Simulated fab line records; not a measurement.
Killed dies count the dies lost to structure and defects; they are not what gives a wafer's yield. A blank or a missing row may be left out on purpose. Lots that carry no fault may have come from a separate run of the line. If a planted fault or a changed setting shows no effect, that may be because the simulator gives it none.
fab line records	flow nand_harc
[record] lots = 11	wafers = 33	last_day = 25
route steps=1159 shown A_STAIRCASE@584 END@1159
lots that met no fault: taken from a fault-free run of the same line
start_h: the number of hours between the record's first day and the start of the first shown wafer of the lot	wait_h: how many hours have passed since the lot's step before this one	" same as the row above	L1.1+2: a row that stands for several wafers	- no value, or no start was given	* or withheld: withheld	< > ~ a bound
route shown NAME@n: a module of which the file shows steps, and the number in the route of the first	usual: mean and standard deviation over wafers with no fault	same: alike in all rows	chamber/n: place in a boat	sites: each site's reading	_std_site: their standard deviation	_edge_site: inner sites' mean taken away from outer sites' mean	radius_mm: how far each site lies from the wafer's centre	mask NAME#n: copy n	behind: the last tool/chamber to shape the wafer	hold: why the lot went on hold/how many hours it stayed there/how the hold came to an end	device: whichever transistor did not switch (one of n, p or np)	end of line: the tests these same wafers got at the end of their route	where a step has no rows: the recipe by itself	killed: dies lost to structure and defects at the first sort, not the wafer's yield	map: per-die view of a wafer (x killed, . not killed, _ where there is no die)
set.NAME: the setting the step ran with; set.NAME@STEP: the setting that earlier step ran with	model.NAME: the simulator's own value behind a step, which no gauge read
steps of the route over a sample of lots; a table a step, a row a wafer
services: the hour from which a tool's chamber was out of use, counted from the record's first day as start_h (under 0 if before that day), plus the number of hours and why
[[steps]]
[step NHARC_A_STAIRCASE_ETCH_190]
[recipe] target_depth_a = 1000	time_s = 40.5	ion_energy_ev = 400	c4f8_flow_sccm = 20	o2_flow_sccm = 10	ar_flow_sccm = withheld	rf_w = 600	bias_w = 1000	chemistry = C4F8/O2
[usual] oes_product_au = 0.942/0.015	rf_vpp_V = 895/7.3
lot.wafer	tool	chamber	start_h	wait_h	oes_product_au	rf_hours_counter_h	rf_vpp_V
L628.2	rie_diel-13	2	-	-	0.961	54	887
L628.3	"	0	"	"	0.971	51	905
L628.5	"	2	"	"	0.959	-	888
L633.1	rie_diel-01	0	-	-	0.941	40	888
L633.5	"	3	"	"	0.931	-	891
L633.6	"	0	"	"	0.935	-	886
L636.1	rie_diel-01	3	-	-	0.945	55	891
L636.4	"	0	"	"	0.944	44	887
L636.5	"	2	"	"	0.929	-	886
L638.4	rie_diel-13	3	-	-	0.942	7	901
L638.3	"	1	"	"	0.919	5	902
L638.6	"	2	"	"	0.952	-	888
L635.4	rie_diel-13	2	-	-	0.956	6	887
L635.3	"	0	"	"	0.965	7	903
L635.6	"	1	"	"	0.920	-	900
L641.4	rie_diel-12	1	-	-	0.972	37	892
L641.5	"	3	"	"	0.958	-	888
L641.6	"	0	"	"	0.943	-	904
L645.4	rie_diel-13	2	-	-	0.950	21	886
L645.6	"	0	"	"	0.946	-	903
L645.5	"	1	"	"	0.930	-	901
L644.3	rie_diel-13	1	-	-	0.947	22	901
L644.5	"	0	"	"	0.944	-	905
L644.6	"	1	"	"	0.953	-	901
L647.3	rie_diel-01	1	-	-	0.909	14	893
L647.1	"	2	"	"	0.939	12	904
L647.4	"	3	"	"	0.923	14	889
L651.3	rie_diel-01	2	-	-	0.932	20	907
L651.1	"	1	"	"	0.914	20	892
L651.6	"	3	"	"	0.932	-	891
L650.4	rie_diel-01	2	-	-	0.931	21	905
L650.1	"	3	"	"	0.931	24	893
L650.2	"	0	"	"	0.943	25	906
[step NHARC_A_STAIRCASE_TRIM_191]
[recipe] time_s = 211.2	o2_flow_sccm = 500	ar_flow_sccm = 0	bias_w = 0	chemistry = O2
[usual] drypump_motor_current_A = 5.9/0.4	mfc_ar_sccm = 0.008/0.01	oes_product_au = 1.005/0.015	rf_vpp_V = 57.7/0.94	showerhead_plenum_p_Torr = 3.51/0.2	throttle_valve_pct = 17.037/0.0089
lot.wafer	tool	chamber	start_h	wait_h	drypump_motor_current_A	mfc_ar_sccm	oes_product_au	rf_hours_counter_h	rf_vpp_V	showerhead_plenum_p_Torr	throttle_valve_pct
L628.3	rie_diel-13	0	-	-	5.5	0.012	1.027	51	58.3	3.78	17.054
L628.2	"	2	"	"	6.5	0.030	1.014	54	55.9	3.31	17.044
L628.5	"	1	"	"	5.3	0	0.993	-	56.9	3.68	17.041
L633.1	rie_diel-01	2	-	-	5.7	0.013	0.975	46	57.6	3.26	17.034
L633.6	"	3	"	"	6.1	0	0.996	-	58.0	3.39	17.047
L633.5	"	0	"	"	5.4	0	0.998	-	57.9	3.28	17.052
L636.1	rie_diel-01	3	-	-	6.1	0	1.001	55	57.9	3.39	17.033
L636.4	"	0	"	"	5.4	0	1.004	44	56.7	3.28	17.053
L636.5	"	3	"	"	6.1	0	0.999	-	57.8	3.39	17.042
L638.3	rie_diel-13	1	-	-	5.3	0	1.001	5	56.9	3.67	17.047
L638.4	"	3	"	"	6.4	0.011	1.017	7	58.2	3.67	17.053
L638.6	"	1	"	"	5.3	0	0.989	-	58.6	3.67	17.046
L635.3	rie_diel-13	3	-	-	6.3	0.011	1.015	7	57.4	3.67	17.029
L635.4	"	1	"	"	5.3	0	0.993	6	57.4	3.67	17.035
L635.6	"	3	"	"	6.3	0.011	1.023	-	57.5	3.67	17.042
L641.4	rie_diel-12	1	-	-	6.0	0	1.012	37	56.6	3.41	17.050
L641.6	"	3	"	"	6.0	0	1.027	-	57.6	3.31	17.031
L641.5	"	0	"	"	5.1	0	0.991	-	58.0	3.78	17.047
L645.4	rie_diel-13	0	-	-	5.5	0.012	1.013	25	56.2	3.76	17.038
L645.6	"	1	"	"	5.3	0	1.011	-	59.0	3.66	17.020
L645.5	"	2	"	"	6.5	0.030	1.028	-	57.4	3.29	17.022
L644.3	rie_diel-13	0	-	-	5.5	0.012	1.001	26	58.8	3.76	17.030
L644.5	"	1	"	"	5.3	0	1.010	-	57.8	3.66	17.024
L644.6	"	2	"	"	6.5	0.030	1.016	-	55.9	3.29	17.039
L647.1	rie_diel-01	1	-	-	5.9	0.025	0.997	14	57.0	3.44	17.056
L647.4	"	2	"	"	5.6	0.013	1.004	12	58.6	3.80	17.039
L647.3	"	0	"	"	5.4	0	0.992	15	57.9	3.80	17.030
L651.3	rie_diel-01	0	-	-	5.4	0	0.992	24	59.0	3.79	17.026
L651.1	"	1	"	"	5.9	0.025	0.976	20	57.3	3.43	17.027
L651.6	"	2	"	"	5.7	0.013	1.001	-	58.5	3.79	17.034
L650.2	rie_diel-01	0	-	-	5.4	0	0.990	25	57.5	3.79	17.022
L650.1	"	1	"	"	5.9	0.025	0.986	21	55.7	3.43	17.030
L650.4	"	2	"	"	5.7	0.013	1.011	21	57.6	3.79	17.036
[step NHARC_A_STAIRCASE_TRIM_193]
[recipe] time_s = 211.2	o2_flow_sccm = 500	ar_flow_sccm = 0	bias_w = 0	chemistry = O2
[usual] drypump_motor_current_A = 5.8/0.42	mfc_ar_sccm = 0.007/0.01	oes_product_au = 1.004/0.016	rf_vpp_V = 57.8/0.94	showerhead_plenum_p_Torr = 3.53/0.2	throttle_valve_pct = 17.036/0.0083
lot.wafer	tool	chamber	start_h	wait_h	drypump_motor_current_A	mfc_ar_sccm	oes_product_au	rf_hours_counter_h	rf_vpp_V	showerhead_plenum_p_Torr	throttle_valve_pct
L628.2	rie_diel-13	2	244.49	-	6.4	0.030	1.014	55	57.2	3.31	17.038
L628.3	"	0	"	"	5.5	0.012	1.037	51	58.6	3.78	17.045
L628.5	"	3	"	"	6.3	0.011	1.026	-	58.1	3.68	17.027
L633.1	rie_diel-01	3	275.78	-	6.1	0	0.988	49	56.8	3.39	17.033
L633.6	"	1	"	"	5.9	0.025	0.978	-	58.4	3.45	17.034
L633.5	"	2	"	"	5.7	0.013	0.977	-	56.3	3.26	17.034
L636.1	rie_diel-01	1	289.55	-	5.9	0.025	0.979	52	56.9	3.45	17.044
L636.4	"	0	"	"	5.4	0	1.012	-	57.0	3.28	17.034
L636.5	"	1	"	"	5.9	0.025	0.984	-	58.8	3.45	17.024
L638.3	rie_diel-13	1	296.08	-	5.3	0	0.996	6	59.5	3.67	17.051
L638.4	"	3	"	"	6.3	0.011	1.008	8	57.4	3.67	17.036
L638.6	"	1	"	"	5.3	0	0.999	-	57.6	3.67	17.035
L635.4	rie_diel-13	2	296.28	-	6.5	0.030	1.025	6	58.1	3.30	17.031
L635.3	"	0	"	"	5.5	0.012	1.021	7	56.5	3.77	17.033
L635.6	"	1	"	"	5.3	0	0.990	-	57.7	3.67	17.036
L641.4	rie_diel-12	1	321.25	-	6.0	0	1.020	37	57.0	3.41	17.039
L641.6	"	3	"	"	6.0	0	1.021	-	57.5	3.31	17.056
L641.5	"	0	"	"	5.1	0	0.996	-	59.5	3.78	17.036
L645.4	rie_diel-13	1	341.19	-	5.3	0	1.231	22	57.8	3.66	17.039
L645.6	"	3	"	"	6.3	0.011	1.210	-	57.3	3.66	17.029
L645.5	"	0	"	"	5.5	0.012	1.231	-	57.4	3.76	17.032
L644.3	rie_diel-13	1	341.64	-	5.3	0	1.225	22	57.5	3.66	17.026
L644.6	"	3	"	"	6.3	0.011	1.216	-	58.1	3.66	17.042
L644.5	"	0	"	"	5.5	0.012	1.244	-	58.5	3.76	17.036
L647.3	rie_diel-01	0	358.49	-	5.4	0	0.991	15	57.9	3.80	17.038
L647.1	"	1	"	"	5.9	0.025	0.987	14	56.5	3.44	17.030
L647.4	"	2	"	"	5.6	0.013	1.000	12	58.4	3.80	17.038
L651.1	rie_diel-01	3	382.48	-	6.1	0	0.989	23	57.5	3.37	17.029
L651.3	"	0	"	"	5.4	0	0.992	24	58.0	3.79	17.050
L651.6	"	0	"	"	5.4	0	0.996	-	59.8	3.80	17.044
L650.1	rie_diel-01	0	386.18	-	5.4	0	0.997	25	58.7	3.79	17.043
L650.2	"	1	"	"	5.9	0.025	0.969	21	58.5	3.43	17.024
L650.4	"	2	"	"	5.6	0.013	0.990	22	57.7	3.79	17.035
[step NHARC_A_STAIRCASE_TRIM_200]
[recipe] time_s = 211.2	o2_flow_sccm = 500	ar_flow_sccm = 0	bias_w = 0	chemistry = O2
[usual] drypump_motor_current_A = 5.8/0.4	mfc_ar_sccm = 0.008/0.011	oes_product_au = 1.001/0.016	rf_vpp_V = 57.7/0.98	showerhead_plenum_p_Torr = 3.52/0.2	throttle_valve_pct = 17.036/0.0096
lot.wafer	tool	chamber	start_h	wait_h	drypump_motor_current_A	mfc_ar_sccm	oes_product_au	rf_hours_counter_h	rf_vpp_V	showerhead_plenum_p_Torr	throttle_valve_pct
L628.2	rie_diel-13	0	-	-	5.5	0.012	1.029	52	58.0	3.78	17.050
L628.3	"	1	"	"	5.3	0	0.993	50	58.6	3.68	17.039
L628.5	"	0	"	"	5.5	0.012	1.021	-	57.2	3.78	17.054
L633.1	rie_diel-12	2	-	-	6.2	0	1.015	22	55.3	3.32	17.043
L633.6	"	0	"	"	5.2	0	0.991	-	59.0	3.79	17.038
L633.5	"	1	"	"	6.0	0	1.011	-	57.4	3.42	17.043
L636.4	rie_diel-13	0	-	-	5.5	0.012	1.028	3	57.7	3.77	17.044
L636.1	"	3	"	"	6.3	0.011	1.019	4	58.9	3.67	17.025
L636.5	"	1	"	"	5.3	0	0.991	-	57.6	3.67	17.034
L638.3	rie_diel-01	3	-	-	6.1	0	1.005	60	57.4	3.39	17.029
L638.4	"	1	"	"	5.9	0.025	0.976	-	56.2	3.45	17.037
L638.6	"	3	"	"	6.0	0	1.009	-	57.0	3.39	17.047
L635.4	rie_diel-13	1	-	-	5.3	0	0.988	7	57.9	3.67	17.021
L635.3	"	0	"	"	5.5	0.012	1.017	8	57.4	3.77	17.030
L635.6	"	2	"	"	6.5	0.030	1.031	-	58.5	3.30	17.035
L641.4	rie_diel-12	2	-	-	6.2	0	1.008	41	57.0	3.31	17.028
L641.6	"	3	"	"	6.0	0	1.007	-	57.4	3.31	17.022
L641.5	"	0	"	"	5.1	0	0.986	-	59.2	3.78	17.026
L645.4	rie_diel-12	0	-	-	5.1	0	0.987	49	57.9	3.78	17.024
L645.5	"	1	"	"	6.1	0	1.001	-	56.6	3.41	17.050
L645.6	"	2	"	"	6.2	0	0.999	-	57.2	3.31	17.018
L644.3	rie_diel-01	0	-	-	5.4	0	0.995	6	58.0	3.80	17.042
L644.5	"	0	"	"	5.4	0	0.985	-	57.2	3.80	17.016
L644.6	"	3	"	"	6.1	0	0.982	-	58.8	3.38	17.044
L647.4	rie_diel-01	2	-	-	5.7	0.013	1.003	14	56.4	3.80	17.035
L647.1	"	3	"	"	6.1	0	0.978	16	55.9	3.37	17.027
L647.3	"	0	"	"	5.4	0	0.990	16	58.3	3.80	17.033
L651.1	rie_diel-01	2	-	-	5.6	0.013	1.002	21	59.1	3.79	17.031
L651.3	"	3	"	"	6.1	0	1.003	23	57.3	3.37	17.057
L651.6	"	2	"	"	5.6	0.013	0.994	-	58.3	3.79	17.033
L650.2	rie_diel-01	2	-	-	5.7	0.013	0.997	22	57.6	3.79	17.025
L650.1	"	0	"	"	5.4	0	0.992	25	57.8	3.79	17.029
L650.4	"	1	"	"	5.9	0.025	0.980	22	57.2	3.43	17.039
[step NHARC_END_SORT_01]
[recipe] temp_c = 25
[usual] killed_at_array = 26/9.7	killed_at_other = 1.0/1.2	killed_at_periphery = 3.9/2.6	killed_dies = 31/9.7	killed_open = 3.2/1.8	killed_short = 2.0/1.3
[same] gross_dies = 677
lot.wafer	tool	chamber	start_h	wait_h	killed_at_array	killed_at_other	killed_at_periphery	killed_dies	killed_open	killed_short
L636.1	prober-02	0	492.07	2.4	27	0	4	31	3	0
L636.4	prober-02	0	494.46	3.4	40	1	5	46	6	2
L636.5	prober-02	0	495.26	3.7	27	2	2	31	3	2
L641.4	prober-01	0	514.34	3.4	38	0	5	43	2	2
L641.5	prober-01	0	515.15	3.7	33	0	7	40	0	0
L641.6	prober-01	0	515.96	4.1	33	0	7	40	5	1
L644.3	prober-01	0	543.76	3.1	210	1	2	213	2	0
L644.5	prober-01	0	545.34	3.7	112	1	1	114	4	1
L644.6	prober-01	0	546.13	4.0	171	2	5	178	2	2
L645.4	prober-02	0	544.65	3.4	181	1	7	189	3	4
L645.5	prober-02	0	545.46	3.7	128	0	3	131	1	2
L645.6	prober-02	0	546.26	4.0	163	0	9	172	9	3
// killed by level:class
L636.1 A_CHANNEL_HOLE_D1:chamber_film_flake=14 A_SLIT:chamber_film_flake=6 P_ZERO_WELL:chamber_film_flake=3 A_STAIRCASE:chamber_film_flake=2 A_CHANNEL_FILL_D1:geometric_particle:open=1 A_SLIT:geometric_particle:open=1 A_CONTACT:geometric_particle:open=1 P_GATE:chamber_film_flake=1
L636.4 A_CHANNEL_HOLE_D1:chamber_film_flake=15 A_SLIT:chamber_film_flake=11 P_ZERO_WELL:chamber_film_flake=4 A_STAIRCASE:chamber_film_flake=3 A_SGD_CUT:chamber_film_flake=2 A_CONTACT:chamber_film_flake=2 P_CONTACT:geometric_particle:open=1 A_SOURCE_PLATE:geometric_particle:open=1
L636.5 A_CHANNEL_HOLE_D1:chamber_film_flake=9 A_SLIT:chamber_film_flake=9 A_STAIRCASE:chamber_film_flake=3 A_CONTACT:chamber_film_flake=3 P_M1:geometric_particle:open=1 A_SOURCE_PLATE:geometric_particle:short=1 A_ONON_D1:geometric_particle:open=1 A_CONTACT:geometric_particle:open=1
L641.4 A_CHANNEL_HOLE_D1:chamber_film_flake=20 A_CONTACT:chamber_film_flake=7 A_STAIRCASE:chamber_film_flake=6 P_ZERO_WELL:chamber_film_flake=3 A_M0:geometric_particle:open=2 P_STI:chamber_film_flake=2 A_CHANNEL_FILL_D1:geometric_particle:short=1 A_WL_FILL:geometric_particle:short=1
L641.5 A_CHANNEL_HOLE_D1:chamber_film_flake=15 A_CONTACT:chamber_film_flake=10 A_STAIRCASE:chamber_film_flake=7 P_CONTACT:chamber_film_flake=4 P_ZERO_WELL:chamber_film_flake=1 P_STI:chamber_film_flake=1 P_GATE:chamber_film_flake=1 A_WL_FILL:chamber_film_flake=1
L641.6 A_CHANNEL_HOLE_D1:chamber_film_flake=14 A_STAIRCASE:chamber_film_flake=8 P_ZERO_WELL:chamber_film_flake=4 A_CONTACT:chamber_film_flake=4 A_CONTACT:geometric_particle:open=2 P_M0:geometric_particle:open=1 P_M1:geometric_particle:short=1 A_CHANNEL_FILL_D1:geometric_particle:open=1
L644.3 A_STAIRCASE:area_trim=174 A_CHANNEL_HOLE_D1:chamber_film_flake=25 A_SLIT:chamber_film_flake=8 A_WL_FILL:chamber_film_flake=2 A_BLC:geometric_particle:open=1 STARTING-WAFER:geometric_particle:open=1 P_ZERO_WELL:chamber_film_flake=1 P_M2:chamber_film_flake=1
L645.4 A_STAIRCASE:area_trim=165 P_M2:chamber_film_flake=5 A_CHANNEL_HOLE_D1:chamber_film_flake=3 A_STAIRCASE:chamber_film_flake=3 A_WL_FILL:chamber_film_flake=2 A_CONTACT:chamber_film_flake=2 P_CONTACT:geometric_particle:short=1 P_M0:geometric_particle:short=1
L644.5 A_STAIRCASE:area_trim=70 A_CHANNEL_HOLE_D1:chamber_film_flake=22 A_SLIT:chamber_film_flake=14 A_ONON_D1:geometric_particle:short=1 A_CHANNEL_HOLE_D1:geometric_particle:open=1 A_WL_FILL:geometric_particle:open=1 A_CONTACT:geometric_particle:open=1 A_M1:geometric_particle:open=1
L645.5 A_STAIRCASE:area_trim=116 A_CHANNEL_HOLE_D1:chamber_film_flake=7 P_GATE:chamber_film_flake=2 P_M1:geometric_particle:open=1 A_ONON_D1:geometric_particle:short=1 A_CHANNEL_HOLE_D1:geometric_particle:short=1 A_STAIRCASE:chamber_film_flake=1 A_SLIT:chamber_film_flake=1
L644.6 A_STAIRCASE:area_trim=133 A_CHANNEL_HOLE_D1:chamber_film_flake=19 A_SLIT:chamber_film_flake=12 P_M2:chamber_film_flake=4 A_WL_FILL:chamber_film_flake=3 A_CHANNEL_FILL_D1:geometric_particle:short=2 THIN_TSV:chamber_film_flake=2 A_CHANNEL_FILL_D1:geometric_particle:open=1
L645.6 A_STAIRCASE:area_trim=144 P_M2:chamber_film_flake=8 A_CONTACT:geometric_particle:open=3 A_CHANNEL_HOLE_D1:chamber_film_flake=3 A_SLIT:chamber_film_flake=3 A_BLC:geometric_particle:open=2 P_CONTACT:geometric_particle:open=1 A_ONON_D1:geometric_particle:short=1
[[services]]
tool	chamber	start_h	hours	kind
rie_diel-01	0	220.45	-	clean
rie_diel-01	1	220.45	-	clean
rie_diel-01	2	220.45	-	clean
rie_diel-01	3	220.45	-	clean
rie_diel-01	-	225.76	1.2	repair
rie_diel-01	0	236.41	21.0	repair
rie_diel-01	1	244.95	-	clean
rie_diel-01	2	244.95	-	clean
rie_diel-01	3	244.95	-	clean
rie_diel-01	0	269.45	-	clean
rie_diel-01	1	269.45	-	clean
rie_diel-01	2	269.45	-	clean
rie_diel-01	3	269.45	-	clean
rie_diel-13	-	276.00	9.0	pm
rie_diel-01	2	289.38	-	consumable_replace:showerhead
rie_diel-01	2	289.38	9.0	scheduled_down
rie_diel-01	2	289.38	9.0	vent_cycle
rie_diel-01	0	294.02	-	clean
rie_diel-01	1	294.02	-	clean
rie_diel-01	3	294.02	-	clean
rie_diel-01	-	316.00	9.0	pm
rie_diel-01	0	316.00	9.0	vent_cycle
rie_diel-01	1	369.10	7.0	repair
rie_diel-12	-	379.58	9.0	pm
[[key]]
[first_sign] step = NHARC_A_STAIRCASE_TRIM_193	reading = oes_product_au	direction = up	sigmas = 14	usual = 1.004	struck = 1.226
[effect] step = NHARC_END_SORT_01	reading = killed_at_array	direction = up	sigmas = 14	usual = 26	struck = 161
[more_kills_born_at] NHARC_A_STAIRCASE_TRIM_193@rie_diel-13 = 802
met_at NHARC_A_STAIRCASE_TRIM_193
struck_lots L644,L645
tester_left_out L644,L645
not_acting_at NHARC_A_STAIRCASE_ETCH_190,NHARC_A_STAIRCASE_TRIM_191,NHARC_A_STAIRCASE_TRIM_200
onset_between 296.28 341.19
[fault] kind = process_parameter_drift	tool = rie_diel-13	chamber = -	onset_h = 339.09	steps = NHARC_A_STAIRCASE_TRIM_193	channel = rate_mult	offset = 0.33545	shape = step	end_h = 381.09
// tester_left_out: of these lots the tester's yield and bins aren't shown, on N5 and GAA mostly nor the transistor test; their killed dies are dies lost to structure and defects alone, not to doping, threshold or leakage, so they don't give the yield
